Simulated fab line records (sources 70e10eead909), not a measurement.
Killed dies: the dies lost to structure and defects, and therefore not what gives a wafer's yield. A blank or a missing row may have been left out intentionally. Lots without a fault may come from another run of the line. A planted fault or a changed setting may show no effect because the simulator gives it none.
fab line records + flow nand_harc
record:
- lots: 6
- wafers: 18
- last_day: 33
route steps=1302 shown A_CONTACT@1049 END@1302
lots untouched by any fault: they come from a run of this same line in which no faults occurred
start_h: hours from the record's opening day to when the first of the lot's shown wafers began + wait_h: hours since the lot's step before + " unchanged from the row above + L1.1+2: one row covering several wafers at once + - value missing, or start not given + * or withheld: withheld + < > ~ a bound
route shown NAME@n: NAME is a module with steps in the file, n the number in the route of the first one + usual: the fault-free wafers' mean and standard deviation + same: alike in all rows + chamber/n: place in a boat + sites: the reading at each site + _std_site: how widely they spread, as a standard deviation + _edge_site: the outer-site mean with the inner-site mean subtracted + radius_mm: for every site, how far away it sits from the centre of the wafer + mask NAME#n: copy n + behind: tool/chamber where the wafer was last shaped + hold: the reason the lot was held/the length of the hold in hours/how it ended + device: the n, p or np transistor that did not switch + end of line: the tests these same wafers got at the end of their route + for a step that has no rows: nothing shown but its recipe + killed: the dies lost at the first sort to structure and to defects; this is not the yield of the wafer + map: a wafer's dies, marking killed ones x, the rest . and places with no die _
set.NAME: the setting the step ran with; set.NAME@STEP: the setting that earlier step ran with + model.NAME: the simulator's own value behind a step, which no gauge read
certain route steps with their lots: each step a table, each wafer a row
services: the hour from which a tool's chamber was out of use, counted from the record's first day as start_h (under 0 if before that day), plus the number of hours and why
== steps ==
step: NHARC_A_CONTACT_ETCH_126
recipe:
- source_w: withheld
- pressure_mtorr: 20
- bias_v: 3000
- time_s: 197
- target_depth_a: 19180
- ar_flow_sccm: withheld
- c4f8_flow_sccm: withheld
- o2_flow_sccm: withheld
- chemistry: C4F8/O2/Ar
step: NHARC_A_CONTACT_ETCH_127
recipe:
- source_w: withheld
- pressure_mtorr: 20
- bias_v: 3000
- time_s: 197
- target_depth_a: 19180
- ar_flow_sccm: withheld
- c4f8_flow_sccm: withheld
- o2_flow_sccm: withheld
- chemistry: C4F8/O2/Ar
step: NHARC_A_CONTACT_ETCH_128
recipe:
- source_w: withheld
- pressure_mtorr: 20
- bias_v: 3000
- time_s: 197
- target_depth_a: 19180
- ar_flow_sccm: withheld
- c4f8_flow_sccm: withheld
- o2_flow_sccm: withheld
- chemistry: C4F8/O2/Ar
step: NHARC_A_CONTACT_ETCH_129
recipe:
- source_w: withheld
- pressure_mtorr: 20
- bias_v: 3000
- time_s: 197
- target_depth_a: 19180
- ar_flow_sccm: withheld
- c4f8_flow_sccm: withheld
- o2_flow_sccm: withheld
- chemistry: C4F8/O2/Ar
usual:
- chamber_pressure_mTorr: 20.000/0.02
| lot.wafer | tool            | chamber | start_h | wait_h | chamber_pressure_mTorr | rf_hours_counter_h |
|-----------|-----------------|---------|---------|--------|------------------------|--------------------|
| L316.2    | har_cap_etch-02 | 0       | 526.32  | 0.1    | 19.990                 | 89                 |
| L316.1    | "               | 1       | "       | "      | 19.996                 | 89                 |
| L316.4    | "               | 1       | "       | "      | 20.045                 | -                  |
| L323.1    | har_cap_etch-03 | 0       | 584.56  | 0.1    | 19.995                 | 55                 |
| L323.4    | "               | 0       | "       | "      | 20.032                 | -                  |
| L323.5    | "               | 1       | "       | "      | 20.025                 | -                  |
| L330.3    | har_cap_etch-02 | 1       | 645.08  | 0.1    | 20.000                 | -                  |
| L330.4    | "               | 0       | "       | "      | 19.975                 | -                  |
| L330.5    | "               | 0       | "       | "      | 19.982                 | -                  |
| L331.1    | har_cap_etch-01 | 0       | 646.28  | 0.2    | 19.988                 | 27                 |
| L331.3    | "               | 0       | "       | "      | 19.981                 | -                  |
| L331.4    | "               | 1       | "       | "      | 19.993                 | -                  |
| L335.2    | har_cap_etch-03 | 1       | 706.58  | 0.1    | 19.966                 | 78                 |
| L335.3    | "               | 1       | "       | "      | 19.998                 | -                  |
| L335.5    | "               | 1       | "       | "      | 19.975                 | -                  |
| L339.3    | har_cap_etch-02 | 1       | 736.30  | 0.1    | 19.991                 | -                  |
| L339.4    | "               | 0       | "       | "      | 20.040                 | -                  |
| L339.6    | "               | 1       | "       | "      | 20.023                 | -                  |
step: NHARC_A_CONTACT_ETCH_130
recipe:
- source_w: withheld
- pressure_mtorr: 20
- bias_v: 3000
- time_s: 197
- target_depth_a: 19180
- ar_flow_sccm: withheld
- c4f8_flow_sccm: withheld
- o2_flow_sccm: withheld
- chemistry: C4F8/O2/Ar
usual:
- chamber_pressure_mTorr: 19.999/0.018
| lot.wafer | tool            | chamber | start_h | wait_h | chamber_pressure_mTorr | rf_hours_counter_h |
|-----------|-----------------|---------|---------|--------|------------------------|--------------------|
| L316.2    | har_cap_etch-02 | 0       | 526.50  | 0.1    | 20.018                 | 89                 |
| L316.1    | "               | 1       | "       | "      | 20.004                 | 89                 |
| L316.4    | "               | 1       | "       | "      | 19.980                 | -                  |
| L323.1    | har_cap_etch-03 | 0       | 584.74  | 0.1    | 20.006                 | 55                 |
| L323.4    | "               | 0       | "       | "      | 19.996                 | -                  |
| L323.5    | "               | 1       | "       | "      | 19.983                 | -                  |
| L330.3    | har_cap_etch-02 | 1       | 645.25  | 0.1    | 20.017                 | -                  |
| L330.4    | "               | 0       | "       | "      | 19.995                 | -                  |
| L330.5    | "               | 0       | "       | "      | 20.007                 | -                  |
| L331.1    | har_cap_etch-01 | 0       | 646.52  | 0.2    | 19.981                 | 27                 |
| L331.3    | "               | 0       | "       | "      | 20.034                 | -                  |
| L331.4    | "               | 1       | "       | "      | 20.017                 | -                  |
| L335.2    | har_cap_etch-03 | 1       | 706.75  | 0.1    | 20.016                 | 79                 |
| L335.3    | "               | 1       | "       | "      | 20.009                 | -                  |
| L335.5    | "               | 1       | "       | "      | 20.000                 | -                  |
| L339.3    | har_cap_etch-02 | 1       | 736.48  | 0.1    | 19.998                 | -                  |
| L339.4    | "               | 0       | "       | "      | 19.995                 | -                  |
| L339.6    | "               | 1       | "       | "      | 20.019                 | -                  |
step: NHARC_A_CONTACT_ETCH_131
recipe:
- source_w: withheld
- pressure_mtorr: 20
- bias_v: 3000
- time_s: 197
- target_depth_a: 19180
- ar_flow_sccm: withheld
- c4f8_flow_sccm: withheld
- o2_flow_sccm: withheld
- chemistry: C4F8/O2/Ar
usual:
- chamber_pressure_mTorr: 19.999/0.019
| lot.wafer | tool            | chamber | start_h | wait_h | chamber_pressure_mTorr | rf_hours_counter_h |
|-----------|-----------------|---------|---------|--------|------------------------|--------------------|
| L316.2    | har_cap_etch-02 | 0       | 526.67  | 0.1    | 19.970                 | 89                 |
| L316.1    | "               | 1       | "       | "      | 19.982                 | 89                 |
| L316.4    | "               | 1       | "       | "      | 20.016                 | -                  |
| L323.1    | har_cap_etch-03 | 0       | 584.92  | 0.1    | 20.033                 | 56                 |
| L323.4    | "               | 0       | "       | "      | 19.980                 | -                  |
| L323.5    | "               | 1       | "       | "      | 19.989                 | -                  |
| L330.3    | har_cap_etch-02 | 1       | 645.42  | 0.1    | 19.974                 | -                  |
| L330.4    | "               | 0       | "       | "      | 20.000                 | -                  |
| L330.5    | "               | 0       | "       | "      | 19.963                 | -                  |
| L331.1    | har_cap_etch-01 | 0       | 646.75  | 0.2    | 19.999                 | 27                 |
| L331.3    | "               | 0       | "       | "      | 20.001                 | -                  |
| L331.4    | "               | 1       | "       | "      | 20.019                 | -                  |
| L335.2    | har_cap_etch-03 | 1       | 706.93  | 0.1    | 19.990                 | 79                 |
| L335.3    | "               | 1       | "       | "      | 20.000                 | -                  |
| L335.5    | "               | 1       | "       | "      | 19.983                 | -                  |
| L339.3    | har_cap_etch-02 | 1       | 736.66  | 0.1    | 20.008                 | -                  |
| L339.4    | "               | 0       | "       | "      | 19.973                 | -                  |
| L339.6    | "               | 1       | "       | "      | 20.022                 | -                  |
step: NHARC_A_CONTACT_ETCH_132
recipe:
- source_w: withheld
- pressure_mtorr: 20
- bias_v: 3000
- time_s: 197
- target_depth_a: 19240
- ar_flow_sccm: withheld
- c4f8_flow_sccm: withheld
- o2_flow_sccm: withheld
- chemistry: C4F8/O2/Ar
step: NHARC_A_CONTACT_ETCH_133
recipe:
- source_w: withheld
- pressure_mtorr: 20
- bias_v: 400
- time_s: 374
- target_depth_a: 16100
- ar_flow_sccm: withheld
- c4f8_flow_sccm: 11.5
- o2_flow_sccm: 7.2
- chemistry: C4F8/O2/Ar
usual:
- chamber_pressure_mTorr: 20.000/0.017
| lot.wafer | tool            | chamber | start_h | wait_h | chamber_pressure_mTorr | rf_hours_counter_h |
|-----------|-----------------|---------|---------|--------|------------------------|--------------------|
| L316.2    | har_cap_etch-02 | 0       | 527.03  | 0.1    | 20.023                 | 90                 |
| L316.1    | "               | 1       | "       | "      | 19.996                 | 90                 |
| L316.4    | "               | 1       | "       | "      | 19.980                 | -                  |
| L323.1    | har_cap_etch-03 | 0       | 585.31  | 0.2    | 19.988                 | 56                 |
| L323.4    | "               | 0       | "       | "      | 19.969                 | -                  |
| L323.5    | "               | 1       | "       | "      | 19.986                 | -                  |
| L330.3    | har_cap_etch-02 | 1       | 645.86  | 0.2    | 19.998                 | -                  |
| L330.4    | "               | 0       | "       | "      | 19.986                 | -                  |
| L330.5    | "               | 0       | "       | "      | 20.009                 | -                  |
| L331.1    | har_cap_etch-01 | 0       | 647.22  | 0.2    | 19.999                 | 27                 |
| L331.3    | "               | 0       | "       | "      | 19.984                 | -                  |
| L331.4    | "               | 1       | "       | "      | 19.980                 | -                  |
| L335.2    | har_cap_etch-03 | 1       | 707.28  | 0.1    | 20.014                 | 79                 |
| L335.3    | "               | 1       | "       | "      | 19.995                 | -                  |
| L335.5    | "               | 1       | "       | "      | 20.005                 | -                  |
| L339.3    | har_cap_etch-02 | 1       | 737.09  | 0.2    | 20.030                 | -                  |
| L339.4    | "               | 0       | "       | "      | 20.027                 | -                  |
| L339.6    | "               | 1       | "       | "      | 19.999                 | -                  |
step: NHARC_A_CONTACT_ETCH_91
recipe:
- target_depth_a: 400
- over_etch_frac: 0.5
- time_s: 85.7
- ion_energy_ev: 120
- ch3f_flow_sccm: 50
- o2_flow_sccm: 30
- ar_flow_sccm: 200
- rf_w: 500
- bias_w: 100
- chemistry: CH3F/O2
step: NHARC_A_CONTACT_ETCH_97
recipe:
- target_depth_a: 200
- over_etch_frac: 0.5
- time_s: 10
- ion_energy_ev: 250
- c4f6_flow_sccm: 25
- o2_flow_sccm: 20
- ar_flow_sccm: 500
- rf_w: 600
- bias_w: 500
- chemistry: C4F6/O2
step: NHARC_A_CONTACT_CD_MEAS_80
usual:
- cd_nm: 289.2/0.76
| lot.wafer | tool      | chamber | start_h | wait_h | cd_nm |
|-----------|-----------|---------|---------|--------|-------|
| L316.1    | cd_sem-02 | -       | 528.03  | -      | 288.8 |
| L316.2    | "         | -       | "       | "      | 289.8 |
| L316.4    | "         | -       | "       | "      | 287.9 |
| L323.1    | cd_sem-02 | -       | 586.24  | -      | 289.4 |
| L323.4    | "         | -       | "       | "      | 289.3 |
| L323.5    | "         | -       | "       | "      | 288.2 |
| L330.3    | cd_sem-01 | -       | 646.73  | -      | 288.8 |
| L330.4    | "         | -       | "       | "      | 288.8 |
| L330.5    | "         | -       | "       | "      | 289.1 |
| L331.1    | cd_sem-01 | -       | 648.37  | -      | 287.5 |
| L331.3    | "         | -       | "       | "      | 288.5 |
| L331.4    | "         | -       | "       | "      | 287.8 |
| L335.2    | cd_sem-02 | -       | 708.29  | -      | 289.0 |
| L335.3    | "         | -       | "       | "      | 290.4 |
| L335.5    | "         | -       | "       | "      | 288.7 |
| L339.3    | cd_sem-02 | -       | 737.97  | -      | 289.4 |
| L339.4    | "         | -       | "       | "      | 289.1 |
| L339.6    | "         | -       | "       | "      | 289.7 |
step: NHARC_A_CONTACT_STRIP_103
recipe:
- n2_flow_sccm: 150
- h2_flow_sccm: 150
- ar_flow_sccm: 0
- bias_w: 0
- chemistry: N2/H2
step: NHARC_A_CONTACT_STRIP_104
recipe:
- cf4_flow_sccm: 100
- chf3_flow_sccm: 30
- ar_flow_sccm: 0
- bias_w: 0
- chemistry: CF4/CHF3
| lot.wafer  | tool        | chamber | start_h | wait_h |
|------------|-------------|---------|---------|--------|
| L316.1+2+4 | rie_diel-08 | 1,2,3   | 528.20  | 0.1    |
| L323.1+5+4 | rie_diel-13 | 3,3,1   | 586.44  | 0.1    |
| L330.3+4+5 | rie_diel-08 | 3,1,0   | 646.89  | 0.1    |
| L331.4+3+1 | rie_diel-08 | 0,1,2   | 648.54  | 0.1    |
| L335.3+2+5 | rie_diel-13 | 3,0,1   | 708.46  | 0.1    |
| L339.3+4+6 | rie_diel-08 | 1,3,0   | 738.13  | 0.1    |
step: NHARC_A_CONTACT_STRIP_105
recipe:
- o2_flow_sccm: 400
- cos_flow_sccm: 20
- ar_flow_sccm: 0
- bias_w: 0
- chemistry: O2/COS
step: NHARC_A_CONTACT_ETCH_106
recipe:
- target_depth_a: 900
- overetch_a: 90
- time_s: 49.5
- ion_energy_ev: 100
- cf4_flow_sccm: 80
- o2_flow_sccm: 20
- ar_flow_sccm: 0
- rf_w: 300
- bias_w: 100
- chemistry: CF4/O2
step: NHARC_A_CONTACT_STRIP_82
recipe:
- o2_flow_sccm: 500
- ar_flow_sccm: 0
- bias_w: 0
- chemistry: O2
step: NHARC_A_CONTACT_STRIP_83
recipe:
- time_s: 600
- temp_c: 30
- chemistry: post_etch_residue_remover
step: NHARC_A_CONTACT_DEP_84
recipe:
- target_thk_a: 28000
- temp_c: 400
- material: aC
step: NHARC_A_CONTACT_DEP_85
recipe:
- target_thk_a: 600
- target_thk_nm: 60
- temp_c: 400
- pressure_torr: 3.5
- flow_sccm: 200
- rf_w: 350
- material: SiON
step: NHARC_A_CONTACT_DEHYDRATE_00
recipe:
- temp_c: 150
- time_s: 120
step: NHARC_A_CONTACT_HMDS_01
recipe:
- time_s: 30
step: NHARC_A_CONTACT_COAT_86
recipe:
- temp_c: 260
- time_s: 75
step: NHARC_A_CONTACT_COAT_87
recipe:
- temp_c: 225
- time_s: 65
step: NHARC_A_CONTACT_COAT_02
recipe:
- spin_rpm: 1500
- resist_thk_nm: 90
step: NHARC_A_CONTACT_SOFTBAKE_03
recipe:
- temp_c: 105
- time_s: 55
step: NHARC_A_CONTACT_EBR_04
step: NHARC_A_CONTACT_EXPOSE_05
recipe:
- na: 1.35
- sigma_outer: 0.8
- dose_mj: 84.24
- mask_id: A_CC
step: NHARC_A_CONTACT_PEB_06
recipe:
- peb_temp_c: 100
- peb_time_s: 65
step: NHARC_A_CONTACT_DEVELOP_07
recipe:
- develop_time_s: 35
- dev_temp_c: 23
step: NHARC_A_CONTACT_CD_MEAS_08
recipe:
- target_cd_nm: 200
- landing_energy_ev: 500
usual:
- cd_nm: 199.9/0.57
same:
- landing_energy_ev: 500
| lot.wafer | tool      | chamber | start_h | wait_h | cd_nm |
|-----------|-----------|---------|---------|--------|-------|
| L316.1    | cd_sem-03 | 0       | 531.29  | -      | 199.2 |
| L316.2    | "         | 0       | "       | "      | 199.3 |
| L316.4    | "         | 0       | "       | "      | 200.0 |
| L323.1    | cd_sem-03 | 0       | 591.68  | -      | 199.3 |
| L323.4    | "         | 0       | "       | "      | 200.2 |
| L323.5    | "         | 0       | "       | "      | 200.3 |
| L330.3    | cd_sem-03 | 0       | 650.19  | -      | 200.9 |
| L330.4    | "         | 0       | "       | "      | 200.3 |
| L330.5    | "         | 0       | "       | "      | 200.9 |
| L331.1    | cd_sem-01 | 0       | 651.81  | -      | 200.3 |
| L331.3    | "         | 0       | "       | "      | 200.5 |
| L331.4    | "         | 0       | "       | "      | 199.8 |
| L335.2    | cd_sem-01 | 0       | 714.35  | -      | 200.1 |
| L335.3    | "         | 0       | "       | "      | 200.1 |
| L335.5    | "         | 0       | "       | "      | 200.0 |
| L339.3    | cd_sem-01 | 0       | 741.26  | -      | 200.4 |
| L339.4    | "         | 0       | "       | "      | 199.8 |
| L339.6    | "         | 0       | "       | "      | 199.9 |
step: NHARC_A_CONTACT_OVL_MEAS_09
usual:
- overlay_x_nm: 0.0/0.65
- overlay_y_nm: -0.2/0.77
| lot.wafer | tool       | chamber | start_h | wait_h | overlay_x_nm | overlay_y_nm |
|-----------|------------|---------|---------|--------|--------------|--------------|
| L316.1    | overlay-02 | -       | 531.38  | -      | 0.1          | -0.6         |
| L316.2    | "          | -       | "       | "      | 0.4          | -0.7         |
| L316.4    | "          | -       | "       | "      | 0.7          | -0.4         |
| L323.1    | overlay-01 | -       | 591.77  | -      | -0.8         | -1.3         |
| L323.4    | "          | -       | "       | "      | -1.2         | -1.1         |
| L323.5    | "          | -       | "       | "      | -1.2         | -0.6         |
| L330.3    | overlay-01 | -       | 650.27  | -      | 0.8          | -0.2         |
| L330.4    | "          | -       | "       | "      | 0.3          | -0.2         |
| L330.5    | "          | -       | "       | "      | 0.3          | -0.8         |
| L331.1    | overlay-02 | -       | 651.90  | -      | 0.3          | 0.0          |
| L331.3    | "          | -       | "       | "      | -0.7         | 0.4          |
| L331.4    | "          | -       | "       | "      | -0.7         | 1.0          |
| L335.2    | overlay-02 | -       | 714.44  | -      | 1.2          | -0.7         |
| L335.3    | "          | -       | "       | "      | 0.8          | -0.9         |
| L335.5    | "          | -       | "       | "      | 0.8          | -0.9         |
| L339.3    | overlay-02 | -       | 741.34  | -      | -0.8         | -0.9         |
| L339.4    | "          | -       | "       | "      | -0.5         | -0.5         |
| L339.6    | "          | -       | "       | "      | -0.3         | -0.8         |
step: NHARC_A_CONTACT_DESCUM_13
recipe:
- time_s: 3
- o2_flow_sccm: 200
- ar_flow_sccm: 0
- bias_power_w: 0
- chemistry: O2
usual:
- chamber_pressure_mTorr: 60.01/0.053
- drypump_motor_current_A: 5.9/0.36
- oes_product_au: 0.999/0.011
- rf_vpp_V: 57.6/0.84
- showerhead_plenum_p_Torr: 1.88/0.072
- throttle_valve_pct: 11.311/0.0095
| lot.wafer | tool        | chamber | start_h | wait_h | hold                     | chamber_pressure_mTorr | drypump_motor_current_A | oes_product_au | rf_hours_counter_h | rf_vpp_V | showerhead_plenum_p_Torr | throttle_valve_pct |
|-----------|-------------|---------|---------|--------|--------------------------|------------------------|-------------------------|----------------|--------------------|----------|--------------------------|--------------------|
| L316.1    | rie_diel-08 | 2       | 531.49  | 0.1    | -                        | 60.00                  | 6.1                     | 0.996          | 22                 | 58.0     | 1.79                     | 11.309             |
| L316.4    | "           | 3       | "       | "      | -                        | 60.04                  | 5.7                     | 1.004          | 23                 | 57.1     | 1.94                     | 11.305             |
| L316.2    | "           | 0       | "       | "      | -                        | 60.08                  | 6.3                     | 1.007          | 26                 | 57.5     | 1.87                     | 11.325             |
| L323.4    | rie_diel-08 | 3       | 591.87  | 0.1    | -                        | 60.01                  | 5.7                     | 1.001          | 5                  | 56.5     | 1.94                     | 11.291             |
| L323.1    | "           | 1       | "       | "      | -                        | 60.01                  | 6.0                     | 0.986          | 3                  | 57.4     | 1.86                     | 11.326             |
| L323.5    | "           | 3       | "       | "      | -                        | 59.94                  | 5.7                     | 1.008          | -                  | 58.6     | 1.94                     | 11.311             |
| L331.1    | rie_diel-13 | 0       | 653.42  | 1.3    | await_dispo/1.1h/release | 59.98                  | 6.0                     | 1.027          | 40                 | 58.1     | 1.82                     | 11.314             |
| L331.3    | "           | 1       | "       | "      | await_dispo/1.1h/release | 60.05                  | 5.9                     | 1.010          | 44                 | 57.8     | 1.93                     | 11.319             |
| L331.4    | "           | 3       | "       | "      | await_dispo/1.1h/release | 60.14                  | 5.4                     | 1.007          | 41                 | 59.5     | 2.06                     | 11.306             |
| L330.4    | rie_diel-08 | 0       | 659.35  | 8.9    | await_dispo/8.8h/release | 60.06                  | 6.3                     | 0.991          | 15                 | 57.5     | 1.86                     | 11.312             |
| L330.3    | "           | 2       | "       | "      | await_dispo/8.8h/release | 60.05                  | 6.1                     | 1.013          | 16                 | 57.2     | 1.79                     | 11.321             |
| L330.5    | "           | 3       | "       | "      | await_dispo/8.8h/release | 60.00                  | 5.7                     | 1.004          | -                  | 57.9     | 1.94                     | 11.326             |
| L335.3    | rie_diel-08 | 2       | 714.53  | 0.1    | -                        | 60.00                  | 6.2                     | 1.004          | 24                 | 57.1     | 1.78                     | 11.303             |
| L335.2    | "           | 3       | "       | "      | -                        | 60.08                  | 5.7                     | 0.994          | 22                 | 58.4     | 1.94                     | 11.301             |
| L335.5    | "           | 3       | "       | "      | -                        | 60.10                  | 5.7                     | 0.985          | -                  | 58.2     | 1.93                     | 11.317             |
| L339.4    | rie_diel-13 | 2       | 741.45  | 0.1    | -                        | 60.04                  | 5.3                     | 0.991          | 12                 | 57.3     | 1.79                     | 11.317             |
| L339.3    | "           | 0       | "       | "      | -                        | 60.01                  | 6.0                     | 1.006          | 13                 | 56.7     | 1.82                     | 11.295             |
| L339.6    | "           | 2       | "       | "      | -                        | 59.97                  | 5.3                     | 0.990          | -                  | 56.5     | 1.79                     | 11.303             |
step: NHARC_END_SORT_01
recipe:
- temp_c: 25
usual:
- killed_at_array: 46/16
- killed_at_other: 0.9/1.3
- killed_at_periphery: 4.1/3
- killed_dies: 51/17
- killed_open: 3.5/1.8
- killed_short: 2.5/1.8
same:
- gross_dies: 677
| lot.wafer | tool      | chamber | start_h | wait_h | killed_at_array | killed_at_other | killed_at_periphery | killed_dies | killed_open | killed_short |
|-----------|-----------|---------|---------|--------|-----------------|-----------------|---------------------|-------------|-------------|--------------|
| L331.1    | prober-01 | 0       | 728.72  | 2.5    | 76              | 0               | 5                   | 81          | 3           | 1            |
| L331.3    | prober-01 | 0       | 730.34  | 3.1    | 93              | 0               | 5                   | 98          | 2           | 1            |
| L331.4    | prober-01 | 0       | 731.15  | 3.4    | 139             | 0               | 11                  | 150         | 5           | 3            |
| L330.3    | prober-02 | 0       | 734.34  | 3.1    | 90              | 0               | 2                   | 92          | 3           | 3            |
| L330.4    | prober-02 | 0       | 735.16  | 3.4    | 86              | 1               | 2                   | 89          | 3           | 3            |
| L330.5    | prober-02 | 0       | 735.97  | 3.7    | 120             | 1               | 1                   | 122         | 2           | 2            |
| L335.2    | prober-01 | 0       | 771.51  | 2.8    | 44              | 0               | 2                   | 46          | 2           | 1            |
| L335.3    | prober-01 | 0       | 772.31  | 3.1    | 32              | 0               | 2                   | 34          | 2           | 1            |
| L335.5    | prober-01 | 0       | 773.92  | 3.7    | 44              | 0               | 5                   | 49          | 3           | 6            |
killed by level:class
L331.1 A_CONTACT:unspecified=46 A_CHANNEL_HOLE_D2:chamber_film_flake=15 A_CHANNEL_HOLE_D1:chamber_film_flake=5 A_CONTACT:chamber_film_flake=4 P_GATE:chamber_film_flake=2 P_GATE:geometric_particle:open=1 A_CHANNEL_FILL_D2:geometric_particle:open=1 A_WL_FILL:geometric_particle:short=1
L331.3 A_CONTACT:unspecified=55 A_CHANNEL_HOLE_D2:chamber_film_flake=23 A_CHANNEL_HOLE_D1:chamber_film_flake=5 P_ZERO_WELL:chamber_film_flake=2 P_GATE:chamber_film_flake=2 A_STAIRCASE:chamber_film_flake=2 A_CHANNEL_FILL_D2:chamber_film_flake=2 A_SLIT:chamber_film_flake=2
L331.4 A_CONTACT:unspecified=94 A_CHANNEL_HOLE_D2:chamber_film_flake=17 A_CHANNEL_HOLE_D1:chamber_film_flake=8 P_GATE:chamber_film_flake=6 A_CONTACT:chamber_film_flake=5 P_ZERO_WELL:chamber_film_flake=2 P_M2:chamber_film_flake=2 A_ZERO_WELL:chamber_film_flake=2
L330.3 A_CONTACT:unspecified=41 A_SLIT:chamber_film_flake=29 A_CHANNEL_HOLE_D1:chamber_film_flake=8 A_CONTACT:chamber_film_flake=3 A_WL_FILL:chamber_film_flake=2 P_M0:geometric_particle:open=1 A_CHANNEL_HOLE_D1:geometric_particle:open=1 A_ONON_D2:geometric_particle:short=1
L330.4 A_CONTACT:unspecified=48 A_SLIT:chamber_film_flake=18 A_CHANNEL_HOLE_D1:chamber_film_flake=8 A_CONTACT:chamber_film_flake=5 A_SGD_CUT:geometric_particle:open=2 P_M1:geometric_particle:short=1 A_DECK1_JOINT:geometric_particle:short=1 A_CHANNEL_HOLE_D2:geometric_particle:short=1
L330.5 A_CONTACT:unspecified=86 A_SLIT:chamber_film_flake=18 A_CHANNEL_HOLE_D1:chamber_film_flake=5 A_CONTACT:chamber_film_flake=3 A_ONON_D1:geometric_particle:short=1 A_CHANNEL_FILL_D2:geometric_particle:open=1 A_CHANNEL_FILL_D2:geometric_particle:short=1 A_M0:geometric_particle:open=1
L335.2 A_CONTACT:chamber_film_flake=14 A_CHANNEL_HOLE_D1:chamber_film_flake=11 A_SLIT:chamber_film_flake=6 A_STAIRCASE:chamber_film_flake=5 A_BLC:geometric_particle:open=2 A_ONON_D1:geometric_particle:short=1 P_CONTACT:chamber_film_flake=1 P_GATE:chamber_film_flake=1
L335.3 A_CHANNEL_HOLE_D1:chamber_film_flake=15 A_CONTACT:chamber_film_flake=6 A_SLIT:chamber_film_flake=5 A_SGD_CUT:geometric_particle:open=1 A_WL_FILL:geometric_particle:short=1 A_WL_FILL:geometric_particle:open=1 P_ZERO_WELL:chamber_film_flake=1 P_CONTACT:chamber_film_flake=1
L335.5 A_CONTACT:chamber_film_flake=13 A_CHANNEL_HOLE_D1:chamber_film_flake=9 A_SLIT:chamber_film_flake=6 A_WL_FILL:geometric_particle:short=3 P_GATE:chamber_film_flake=3 A_ZERO_WELL:chamber_film_flake=2 A_CHANNEL_HOLE_D2:chamber_film_flake=2 A_CHANNEL_FILL_D2:chamber_film_flake=2
map L330.5 (x killed, . not)
____________.____________
_________......._________
_______..........._______
______.............______
_____..............._____
____.................____
____....xx...........____
___.....x.xx..........___
___...x.xxxxxx.x......___
__.....xxxxxxx.x.......__
__....xxxxxxxx.........__
_....x.xxxxxxxx........._
_....xxxxxxxxxx........._
_.....xxxxxxxx.........._
_......xxxxxxx.........._
_.....xxxxxxxx.........._
.......xxxxxxxx..........
.......xxxxxxx......x..x.
.........xx..............
..........x..............
...........x.............
_....x......x.......x..._
_......................._
_......................._
_....x.................._
_......................._
__.....................__
__....x................__
___.......x.........x.___
___.x..x..............___
____..x..............____
____.xxx.............____
_____xxxxx.......x.._____
______xxxx.........______
_______xxxxx......_______
_________xx....._________
____________.____________
map L331.4 (x killed, . not)
____________.____________
_________...x..._________
_______........x.._______
______.........x...______
_____.......xxx.x.x._____
____...........x.....____
____...x..xxx........____
___......xxx..........___
___xx...xxxxxx.x......___
__.....xxxxxxx...x.....__
__...xxxxxxxxx.........__
_......xxxxxxxx........._
_......xxxxxxxxx........_
_.....xxxxxxxxx........._
_.x...xxxxxxxx.........._
_.x...xxxxxxx......x...x_
.......xxxxxxx...........
.....xxx.xxxxxx...x..x...
.....x..xxxxx............
.....xx..xxx..x..........
........x..x.......x.....
_......................._
_....x.......x.........._
_......................._
_......................._
_......................._
__x...x................__
__.x...................__
___...................___
___x................x.___
____..xx............x____
____xxx.xx.......x..x____
_____xxx............_____
______xxxx.........______
_______xxx......x._______
_________xx....._________
____________.____________
== services ==
| tool            | chamber | start_h | hours | kind       |
|-----------------|---------|---------|-------|------------|
| rie_diel-13     | -       | 521.23  | 9.0   | pm         |
| rie_diel-08     | 0       | 524.73  | -     | clean      |
| rie_diel-08     | 1       | 524.73  | -     | clean      |
| rie_diel-08     | 2       | 524.73  | -     | clean      |
| rie_diel-08     | 3       | 524.73  | -     | clean      |
| rie_diel-08     | -       | 544.80  | 9.0   | pm         |
| rie_diel-08     | 0       | 544.80  | 9.0   | vent_cycle |
| rie_diel-08     | 1       | 544.80  | 9.0   | vent_cycle |
| rie_diel-08     | 2       | 544.80  | 9.0   | vent_cycle |
| rie_diel-08     | 3       | 544.80  | 9.0   | vent_cycle |
| rie_diel-08     | 0       | 553.80  | -     | clean      |
| rie_diel-08     | 1       | 553.80  | -     | clean      |
| rie_diel-08     | 2       | 553.80  | -     | clean      |
| rie_diel-08     | 3       | 553.80  | -     | clean      |
| rie_diel-08     | 1       | 569.57  | 13.0  | repair     |
| rie_diel-08     | 0       | 578.60  | -     | clean      |
| rie_diel-08     | 2       | 578.60  | -     | clean      |
| rie_diel-13     | 0       | 585.30  | 4.4   | repair     |
| har_cap_etch-02 | -       | 651.24  | 0.8   | repair     |
| rie_diel-08     | 3       | 681.75  | 2.5   | repair     |
| har_cap_etch-02 | -       | 692.09  | 0.7   | repair     |
| rie_diel-13     | -       | 698.23  | 9.0   | pm         |
| rie_diel-13     | 3       | 717.44  | 7.6   | repair     |
| rie_diel-08     | -       | 721.96  | 9.0   | pm         |
== key ==
first_sign:
- step: NHARC_END_SORT_01
- reading: killed_at_array
- direction: up
- sigmas: 3.3
- usual: 46
- struck: 101
effect:
- step: NHARC_END_SORT_01
- reading: killed_dies
- direction: up
- sigmas: 3.3
- usual: 51
- struck: 105
more_kills_born_at:
- NHARC_A_CONTACT_STRIP_104@rie_diel-08: 370
met_at NHARC_A_CONTACT_STRIP_104
struck_wafers L330.3,L330.4,L330.5,L331.1,L331.3,L331.4
tester_left_out L330,L331
onset_between 528.20 646.89
fault:
- kind: chamber_particle_source
- tool: rie_diel-08
- chamber: -
- onset_h: 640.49
- steps: NHARC_A_CONTACT_STRIP_104
- rate_per_visit_cm2: 1.149
- end_h: 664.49
tester_left_out: of these lots the tester's yield and bins aren't shown, on N5 and GAA mostly nor the transistor test; their killed dies are dies lost to structure and defects alone, not to doping, threshold or leakage, so they don't give the yield
